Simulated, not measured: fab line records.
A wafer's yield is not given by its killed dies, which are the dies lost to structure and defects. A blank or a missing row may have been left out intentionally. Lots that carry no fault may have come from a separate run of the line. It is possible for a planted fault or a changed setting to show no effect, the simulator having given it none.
Which tool was responsible?    flow n5-finfet    Sampling: 24 lots, 72 wafers, 5 of 1938 route steps

WHAT EACH GAUGE READ, for each wafer
N5_BEOL_M7_OCD_MEAS_38. Usual: 93.6 nm for trench-depth-nm, sd 1.8.
lot   measured      on      trench-depth-nm (nm)  flag
L075  day 8 23:12   ocd-01  94.2 94.8 94.1        
L074  day 9 02:20   ocd-02  93.8 93.4 95.6        
L076  day 9 08:58   ocd-01  93.5 90.9 95.7        
L077  day 9 19:26   ocd-02  93.2 95.4 95.0        
L078  day 9 19:50   ocd-02  93.1 91.3 93.7        
L079  day 10 10:49  ocd-02  94.7 90.9 94.7        
L080  day 10 18:03  ocd-02  95.2 94.7 95.9        
L082  day 11 01:07  ocd-01  96.6 90.8 94.6        
L081  day 11 01:26  ocd-02  89.1 95.1 95.4        
L084  day 11 09:25  ocd-02  94.3 93.6 94.9        
L083  day 11 09:48  ocd-01  96.8 91.1 90.7        
L085  day 11 11:38  ocd-02  95.5 93.0 95.3        
L087  day 12 10:19  ocd-02  97.1 92.3 93.6        
L088  day 12 17:14  ocd-01  91.2 91.9 94.9        
L086  day 12 17:22  ocd-02  95.2 91.3 95.4        
L089  day 13 13:58  ocd-01  91.3 94.6 93.3        
L090  day 13 15:28  ocd-01  90.3 92.9 93.6        
L093  day 13 15:51  ocd-02  96.4 91.9 94.6        
L091  day 13 20:47  ocd-01  93.6 95.0 96.5        
L092  day 14 02:55  ocd-01  94.1 91.2 95.3        
L095  day 14 18:25  ocd-01  93.5 95.6 94.2        
L094  day 15 00:08  ocd-02  95.0 95.2 94.1        
L097  day 15 06:35  ocd-02  89.1 93.5 93.5        
L096  day 15 12:49  ocd-02  95.4 95.2 92.5        

N5_BEOL_M8_THK_MEAS_01. Usual: M8_ILD_THK typically reads 155.4 nm, with standard deviation 1.9.
lot   measured      on             M8_ILD_THK (nm)    flag
L075  day 9 04:08   film-metro-01  151.1 152.7 155.5  
L074  day 9 06:14   film-metro-02  153.8 154.9 157.3  
L076  day 9 13:35   film-metro-01  154.5 156.2 154.5  
L077  day 9 22:35   film-metro-01  155.3 154.3 158.5  
L078  day 9 23:37   film-metro-02  156.7 154.4 157.0  
L079  day 10 13:58  film-metro-01  155.5 155.9 157.6  
L080  day 10 21:21  film-metro-01  152.2 154.2 155.1  
L082  day 11 04:56  film-metro-01  153.8 154.6 154.7  
L081  day 11 05:30  film-metro-02  159.3 157.7 159.5  
L084  day 11 14:20  film-metro-02  156.3 156.6 154.0  
L083  day 11 14:49  film-metro-01  154.5 151.9 155.8  
L085  day 11 16:41  film-metro-01  154.5 156.6 157.3  
L087  day 12 13:31  film-metro-01  152.9 156.1 156.0  
L088  day 12 20:02  film-metro-01  155.0 156.6 155.4  
L086  day 13 02:02  film-metro-02  154.5 155.1 156.0  
L089  day 13 17:59  film-metro-02  153.9 155.0 157.2  
L090  day 13 19:16  film-metro-02  151.4 154.6 155.7  
L093  day 13 19:33  film-metro-02  152.4 154.5 155.2  
L091  day 13 23:44  film-metro-02  156.4 160.5 159.4  
L092  day 14 06:41  film-metro-02  153.9 151.5 155.9  
L095  day 14 21:52  film-metro-02  155.3 155.9 156.0  
L094  day 15 05:08  film-metro-01  154.4 154.3 156.2  
L097  day 15 11:10  film-metro-02  152.2 151.2 155.5  
L096  day 15 17:46  film-metro-01  154.5 158.4 155.8  

WHICH TOOL RAN EACH LOT (tool, then ch and the chambers of the sampled wafers, then the start)
lot   N5_BEOL_M7_DESCUM_33                N5_BEOL_M7_ETCH_65                  N5_BEOL_M7_ALD_77
L075  rie-diel-06 ch 2,3, day 8 22:47     rie-diel-06 ch 2,3, day 8 22:50     ald-metal-04 ch 0,2,3, day 9 00:25
L074  rie-diel-03 ch 1,3, day 9 01:53     rie-diel-03 ch 1,3, day 9 01:57     ald-metal-03 ch 0,1, day 9 03:27
L076  rie-diel-06 ch 1,2,3, day 9 08:32   rie-diel-06 ch 1,2,3, day 9 08:35   ald-metal-04 ch 0,2,3, day 9 09:35
L077  rie-diel-03 ch 0,1, day 9 19:01     rie-diel-03 ch 0,1, day 9 19:04     ald-metal-03 ch 1,2,3, day 9 20:14
L078  rie-diel-03 ch 1,2,3, day 9 19:25   rie-diel-03 ch 1,2,3, day 9 19:28   ald-metal-03 ch 1,2, day 9 20:37
L079  rie-diel-01 ch 0,2,3, day 10 10:23  rie-diel-01 ch 0,2,3, day 10 10:26  ald-metal-03 ch 2,3, day 10 11:25
L080  rie-diel-01 ch 0,2, day 10 17:37    rie-diel-01 ch 0,2, day 10 17:40    ald-metal-04 ch 1,2, day 10 19:05
L082  rie-diel-03 ch 1,2,3, day 11 00:41  rie-diel-03 ch 1,2,3, day 11 00:44  ald-metal-03 ch 1,2,3, day 11 02:02
L081  rie-diel-01 ch 2,3, day 11 01:00    rie-diel-01 ch 2,3, day 11 01:03    ald-metal-03 ch 0,1,2, day 11 02:17
L084  rie-diel-06 ch 2,3, day 11 08:59    rie-diel-06 ch 2,3, day 11 09:02    ald-metal-03 ch 1,3, day 11 10:34
L083  rie-diel-03 ch 1,2, day 11 09:22    rie-diel-03 ch 1,2, day 11 09:25    ald-metal-01 ch 0,1,3, day 11 10:47
L085  rie-diel-03 ch 0,3, day 11 11:13    rie-diel-03 ch 0,3, day 11 11:16    ald-metal-04 ch 1,2, day 11 12:16
L087  rie-diel-03 ch 1,2,3, day 12 09:53  rie-diel-03 ch 1,2,3, day 12 09:56  ald-metal-01 ch 1,3, day 12 11:25
L088  rie-diel-01 ch 1,2,3, day 12 16:48  rie-diel-01 ch 1,2,3, day 12 16:51  ald-metal-01 ch 0,1,3, day 12 17:56
L086  rie-diel-06 ch 1,2,3, day 12 16:56  rie-diel-06 ch 1,2,3, day 12 16:59  ald-metal-03 ch 0,1,3, day 12 18:07
L089  rie-diel-06 ch 0,2,3, day 13 13:32  rie-diel-06 ch 0,2,3, day 13 13:35  ald-metal-04 ch 1,2,3, day 13 15:12
L090  rie-diel-01 ch 1,3, day 13 15:02    rie-diel-01 ch 1,3, day 13 15:05    ald-metal-04 ch 0,1,3, day 13 16:31
L093  rie-diel-03 ch 0,1,2, day 13 15:25  rie-diel-03 ch 0,1,2, day 13 15:28  ald-metal-01 ch 0,1,3, day 13 16:41
L091  rie-diel-01 ch 0,1,2, day 13 20:21  rie-diel-01 ch 0,1,2, day 13 20:24  ald-metal-01 ch 0,1,2, day 13 21:26
L092  rie-diel-06 ch 0,2,3, day 14 02:29  rie-diel-06 ch 0,2,3, day 14 02:32  ald-metal-03 ch 1,2,3, day 14 04:35
L095  rie-diel-06 ch 2,3, day 14 17:59    rie-diel-06 ch 2,3, day 14 18:02    ald-metal-03 ch 0,3, day 14 19:32
L094  rie-diel-03 ch 0,3, day 14 23:42    rie-diel-03 ch 0,3, day 14 23:45    ald-metal-01 ch 1,2,3, day 15 01:14
L097  rie-diel-01 ch 0,2,3, day 15 06:10  rie-diel-01 ch 0,2,3, day 15 06:13  ald-metal-03 ch 0,1,3, day 15 07:29
L096  rie-diel-03 ch 1,2,3, day 15 12:23  rie-diel-03 ch 1,2,3, day 15 12:26  ald-metal-01 ch 0,1, day 15 13:36
- N5_BEOL_M7_DESCUM_33: chemistry O2, time 7 s.
- N5_BEOL_M7_ETCH_65: etches SiARC in CF4, target depth 15.6 nm, time 26 s.
- N5_BEOL_M7_ALD_77: deposits TaN, target thk 2 nm, pulse time 2 s, purge time 3 s.

AS READ BY THE TOOLS THEMSELVES (means over the sampled wafers that have a number; for cases with no such wafer, the mark the record gives instead)
N5_BEOL_M7_DESCUM_33. Usual: drypump-motor-current-A 5.7 A, standard deviation 0.58; oes-product-au 0.79 a.u., standard deviation 0.097; rf-vpp-V 243.3 V, standard deviation 1.1; showerhead-plenum-p-Torr 2.10 Torr, standard deviation 0.06; throttle-valve-pct 20.42 %, standard deviation 0.25.
lot   tool         drypump-motor-current-A (A)  oes-product-au (a.u.)  rf-vpp-V (V)  showerhead-plenum-p-Torr (Torr)  throttle-valve-pct (%)  flag
L075  rie-diel-06  5.5                          0.83                   243.6         2.14                             20.21                   
L074  rie-diel-03  5.5                          0.77                   244.5         2.17                             20.57                   
L076  rie-diel-06  5.2                          0.80                   243.7         2.11                             20.25                   
L077  rie-diel-03  6.2                          0.97                   244.1         2.15                             20.13                   
L078  rie-diel-03  5.9                          0.76                   243.0         2.13                             20.56                   
L079  rie-diel-01  5.7                          0.75                   243.1         2.06                             20.60                   
L080  rie-diel-01  5.7                          0.77                   243.7         2.09                             20.47                   
L082  rie-diel-03  5.9                          0.84                   242.8         2.13                             20.46                   
L081  rie-diel-01  6.0                          0.76                   243.7         2.06                             20.45                   
L084  rie-diel-06  5.2                          0.85                   242.7         2.09                             20.11                   
L083  rie-diel-03  6.0                          0.91                   243.5         2.11                             20.29                   
L085  rie-diel-03  6.1                          0.86                   243.7         2.16                             20.32                   
L087  rie-diel-03  5.9                          0.82                   243.5         2.12                             20.48                   
L088  rie-diel-01  5.6                          0.73                   242.8         2.07                             20.49                   
L086  rie-diel-06  5.3                          0.78                   243.5         2.10                             20.29                   
L089  rie-diel-06  5.6                          0.77                   242.3         2.07                             20.34                   
L090  rie-diel-01  5.2                          0.69                   242.3         2.09                             20.50                   
L093  rie-diel-03  6.3                          0.90                   243.0         2.11                             20.25                   
L091  rie-diel-01  5.3                          0.73                   243.2         2.10                             20.50                   
L092  rie-diel-06  5.6                          0.78                   243.3         2.07                             20.35                   
L095  rie-diel-06  5.2                          0.81                   242.9         2.08                             20.16                   
L094  rie-diel-03  6.1                          0.92                   243.8         2.15                             20.26                   
L097  rie-diel-01  5.7                          0.73                   242.5         2.05                             20.65                   
L096  rie-diel-03  5.9                          0.89                   243.3         2.12                             20.40                   

N5_BEOL_M7_ETCH_65. Usual: value, then standard deviation, for each; bias-w 36.00 W / 0.11; drypump-motor-current-A 5.7 A / 0.58; etch-rf-on-time-s 26.0 s / 0.61; oes-product-au 0.68 a.u. / 0.078; rf-vpp-V 184.1 V / 1; showerhead-plenum-p-Torr 2.15 Torr / 0.056; throttle-valve-pct 15.58 % / 0.28.
lot   tool         bias-w (W)  drypump-motor-current-A (A)  etch-rf-on-time-s (s)  oes-product-au (a.u.)  rf-vpp-V (V)  showerhead-plenum-p-Torr (Torr)  throttle-valve-pct (%)  flag
L075  rie-diel-06  36.06       5.4                          26.3                   0.70                   184.7         2.19                             15.39                   
L074  rie-diel-03  36.03       5.5                          26.1                   0.66                   184.9         2.19                             15.65                   
L076  rie-diel-06  35.87       5.2                          26.4                   0.68                   184.6         2.15                             15.45                   
L077  rie-diel-03  36.05       6.2                          26.0                   0.82                   184.1         2.18                             15.16                   
L078  rie-diel-03  36.02       5.9                          26.4                   0.64                   184.8         2.16                             15.71                   
L079  rie-diel-01  35.99       5.7                          25.7                   0.65                   184.0         2.12                             15.80                   
L080  rie-diel-01  35.87       5.7                          25.0                   0.67                   184.2         2.16                             15.78                   
L082  rie-diel-03  35.98       5.9                          25.9                   0.72                   184.3         2.16                             15.56                   
L081  rie-diel-01  35.96       6.0                          25.5                   0.66                   183.5         2.13                             15.71                   
L084  rie-diel-06  36.08       5.2                          25.9                   0.72                   184.1         2.14                             15.28                   
L083  rie-diel-03  36.06       6.0                          26.4                   0.77                   184.1         2.15                             15.40                   
L085  rie-diel-03  35.89       6.1                          25.8                   0.72                   183.8         2.18                             15.36                   
L087  rie-diel-03  36.10       5.9                          26.3                   0.70                   184.2         2.16                             15.58                   
L088  rie-diel-01  36.02       5.6                          26.1                   0.62                   184.0         2.13                             15.73                   
L086  rie-diel-06  35.98       5.3                          26.1                   0.66                   184.0         2.14                             15.50                   
L089  rie-diel-06  35.88       5.6                          26.3                   0.66                   183.2         2.12                             15.55                   
L090  rie-diel-01  36.03       5.2                          26.1                   0.59                   183.6         2.14                             15.71                   
L093  rie-diel-03  36.03       6.3                          26.0                   0.76                   184.2         2.15                             15.34                   
L091  rie-diel-01  35.99       5.3                          25.3                   0.63                   184.2         2.17                             15.80                   
L092  rie-diel-06  36.01       5.6                          26.2                   0.66                   184.1         2.12                             15.55                   
L095  rie-diel-06  36.09       5.2                          26.0                   0.69                   183.9         2.13                             15.33                   
L094  rie-diel-03  35.91       6.1                          25.7                   0.78                   185.7         2.18                             15.27                   
L097  rie-diel-01  36.00       5.7                          25.9                   0.63                   183.5         2.11                             15.85                   
L096  rie-diel-03  36.01       5.9                          25.6                   0.76                   183.8         2.15                             15.46                   

N5_BEOL_M7_ALD_77. Usual: chamber-pressure-Torr 3.000 Torr, standard deviation 0.0061; heater-power-w 412 W, standard deviation 37.
lot   tool          chamber-pressure-Torr (Torr)  heater-power-w (W)  flag
L075  ald-metal-04  2.994                         405                 
L074  ald-metal-03  3.001                         383                 
L076  ald-metal-04  2.998                         407                 
L077  ald-metal-03  3.002                         417                 
L078  ald-metal-03  3.003                         439                 
L079  ald-metal-03  3.001                         421                 
L080  ald-metal-04  2.998                         443                 
L082  ald-metal-03  2.994                         420                 
L081  ald-metal-03  2.999                         421                 
L084  ald-metal-03  3.005                         395                 
L083  ald-metal-01  3.004                         414                 
L085  ald-metal-04  3.002                         449                 
L087  ald-metal-01  2.994                         406                 
L088  ald-metal-01  2.993                         408                 
L086  ald-metal-03  3.004                         388                 
L089  ald-metal-04  2.993                         425                 
L090  ald-metal-04  3.008                         405                 
L093  ald-metal-01  3.004                         414                 
L091  ald-metal-01  3.003                         435                 
L092  ald-metal-03  3.004                         414                 
L095  ald-metal-03  3.000                         359                 
L094  ald-metal-01  3.004                         427                 
L097  ald-metal-03  2.998                         389                 
L096  ald-metal-01  2.997                         426                 

THE ANSWER, worked out from the rows above alone
Rule: lot off if the mean of its wafers having a number is beyond 3 standard deviations from the usual mean. Also off: a lot with no number at a reading for which 4 or more lots have one. All remaining lots with rows at the step are treated as sound. After the gauges, taken in route order, come the tools' own readings; for these a lot's mean is taken, as printed above. The first step at which some lot is off is used, and at that step the reading that is off furthest; a lot without a number counts as furthest.
Across all readings shown, no lot is off: no conclusion can be drawn from this.

WHAT HAD BEEN PUT IN BY THE SIMULATOR
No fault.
